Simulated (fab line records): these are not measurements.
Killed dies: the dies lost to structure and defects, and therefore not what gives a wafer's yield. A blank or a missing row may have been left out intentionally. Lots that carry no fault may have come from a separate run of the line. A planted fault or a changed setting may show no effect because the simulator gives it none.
2 desks, one fault :: flow nand-harc :: every desk sees just its own numbers, and what lay behind them comes last

## TOOL OWNER'S DESK, pvd-sputter-03
The tool's own readings at NHARC_A_M0_PRE_CLEAN_29 (time 30 s): means of the sampled wafers that have a number, for each lot that ran on this tool. The brackets show how far a lot's mean lies from the usual mean; more than 4 standard deviations puts the lot out of limits, marked OUT.
Columns: A = heater-power-w at NHARC_A_M0_PRE_CLEAN_29, usual 414 W; B = susceptor-temp-C at NHARC_A_M0_PRE_CLEAN_29, usual 279.98 C
lot: L807
first seen here: day 17 18:08
A: 393
B: 280.10

lot: L809
first seen here: day 18 00:37
A: 425
B: 279.95

lot: L808
first seen here: day 18 01:29
A: 397
B: -

lot: L814
first seen here: day 19 12:40
A: 400
B: 279.79

lot: L820
first seen here: day 20 17:11
A: 406
B: 280.00

lot: L824
first seen here: day 21 18:52
A: 394
B: 279.98

lot: L828
first seen here: day 22 13:10
A: 413
B: 280.03
This desk's finding: nothing out of limits on any of the 7 lots.

## FROM THE METROLOGY DESK
Lot by lot, what the gauges showed, no matter which tool ran the lot: averages of those sampled wafers that carry a number. The brackets show how far a lot's mean lies from the usual mean; more than 4 standard deviations puts the lot out of limits, marked OUT.
Columns: A = cd-nm at NHARC_THIN_TSV_CD_MEAS_16, usual 999.9 nm
lot: L807
first seen here: day 19 01:29
A: 996.3

lot: L808
first seen here: day 19 02:41
A: 1000.8

lot: L809
first seen here: day 19 05:06
A: 999.1

lot: L814
first seen here: day 20 13:39
A: 999.6

lot: L813
first seen here: day 20 16:03
A: 998.4

lot: L816
first seen here: day 20 21:37
A: 995.5

lot: L819
first seen here: day 21 13:47
A: 997.9

lot: L817
first seen here: day 21 15:16
A: 999.3

lot: L818
first seen here: day 21 16:20
A: 1001.0

lot: L820
first seen here: day 21 18:52
A: 1002.3

lot: L824
first seen here: day 22 23:14
A: 1000.4

lot: L828
first seen here: day 23 13:05
A: 1001.0
This desk's finding: nothing out of limits on any of the 12 lots.

## ALL TOGETHER
Nothing out of limits was seen by the tool owner's desk.
Nothing out of limits was seen by the metrology desk.

## WHAT THE SIMULATOR HAD INSERTED
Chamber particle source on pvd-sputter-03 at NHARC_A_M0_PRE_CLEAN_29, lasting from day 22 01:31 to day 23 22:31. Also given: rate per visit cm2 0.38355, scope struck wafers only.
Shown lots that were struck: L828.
